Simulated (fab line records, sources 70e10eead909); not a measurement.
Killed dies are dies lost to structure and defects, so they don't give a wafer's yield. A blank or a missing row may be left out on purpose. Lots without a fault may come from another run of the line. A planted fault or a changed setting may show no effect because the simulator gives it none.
Chamber matching | flow nand_harc | NHARC_P_ZERO_WELL_ETCH_65 on rie_diel-11: 4 sister chambers
The step etches the open film in N2/H2, target depth 80 nm, overetch 24 nm, time 87.88 s. 22 wafers are shown with their chamber, then 11 later ones without.

WAFERS WITH THEIR CHAMBER
wafer  | chamber | drypump_motor_current_A (A) | showerhead_plenum_p_Torr (Torr) | rf_vpp_V (V)
L074.1 | 0       | 6.2                         | 2.05                            | 431.6
L074.4 | 3       | 5.4                         | 1.90                            | 427.6
L074.5 | 3       | 5.4                         | 1.90                            | 427.3
L078.1 | 1       | 5.8                         | 2.01                            | 428.7
L078.3 | 0       | 6.3                         | 2.05                            | 430.8
L078.5 | 3       | 5.4                         | 1.89                            | 426.2
L083.1 | 0       | 6.3                         | 2.04                            | 430.8
L083.4 | 1       | 5.8                         | 2.01                            | 429.7
L083.6 | 3       | 5.3                         | 1.89                            | 426.1
L084.2 | 3       | 5.4                         | 1.89                            | 426.8
L084.3 | 0       | 6.3                         | 2.04                            | 431.2
L084.6 | 3       | 5.4                         | 1.89                            | 426.4
L085.2 | 0       | 6.3                         | 2.04                            | 429.7
L085.3 | 3       | 5.3                         | 1.89                            | 427.8
L085.4 | 0       | 6.3                         | 2.04                            | 431.2
L088.2 | 0       | 6.3                         | 2.04                            | 429.8
L088.3 | 3       | 5.4                         | 1.88                            | 426.2
L088.5 | 3       | 5.4                         | 1.89                            | 426.2
L091.1 | 3       | 5.4                         | 1.88                            | 426.3
L091.3 | 1       | 5.8                         | 2.00                            | 430.7
L091.4 | 2       | 5.5                         | 1.93                            | 428.6
L094.1 | 0       | 6.3                         | 2.03                            | 430.7

SIGNATURES (means of the wafers above)
reading                  | chamber 0 | chamber 1 | chamber 2 | chamber 3 | scatter within a chamber
drypump_motor_current_A  | 6.287     | 5.800     | 5.500     | 5.380     | 0.0371
showerhead_plenum_p_Torr | 2.0412    | 2.0067    | 1.9300    | 1.8900    | 0.00647
rf_vpp_V                 | 430.725   | 429.700   | 428.600   | 426.690   | 0.703
Rule: a wafer's distance from a chamber is the root of the sum, over the readings, of the square of ((its reading less the chamber's mean) divided by the reading's scatter). The wafer belongs to the nearest chamber; if the next one is less than 2 further off, it can't be placed. The scatter: the root of (the sum of the squares of (reading less its chamber's mean) over the shown wafers, divided by (wafers less chambers)).

WAFERS WITHOUT THEIR CHAMBER
wafer  | drypump_motor_current_A (A) | showerhead_plenum_p_Torr (Torr) | rf_vpp_V (V)
L094.4 | 5.8                         | 2.00                            | 429.1
L094.5 | 5.8                         | 2.00                            | 428.6
L095.2 | 6.3                         | 2.03                            | 429.5
L095.5 | 5.4                         | 1.88                            | 424.7
L095.6 | 5.5                         | 1.92                            | 426.0
L096.1 | 5.4                         | 1.88                            | 426.1
L096.5 | 5.4                         | 1.88                            | 425.6
L096.6 | 6.2                         | 2.03                            | 431.1
L097.1 | 6.2                         | 2.03                            | 429.6
L097.4 | 5.4                         | 1.88                            | 424.8
L097.5 | 6.2                         | 2.03                            | 428.5

WHICH CHAMBER EACH WENT THROUGH
wafer  | from the rows above     | in truth
L094.4 | 1                       | 1
L094.5 | 1                       | 1
L095.2 | 0                       | 0
L095.5 | 3                       | 3
L095.6 | can't be placed: 2 or 3 | 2
L096.1 | 3                       | 3
L096.5 | 3                       | 3
L096.6 | 0                       | 0
L097.1 | 0                       | 0
L097.4 | 3                       | 3
L097.5 | 0                       | 0
Placed correctly: 10 of 11. Can't be placed from these rows: 1 (the true chamber is among the candidates in 1). Placed wrongly: 0.
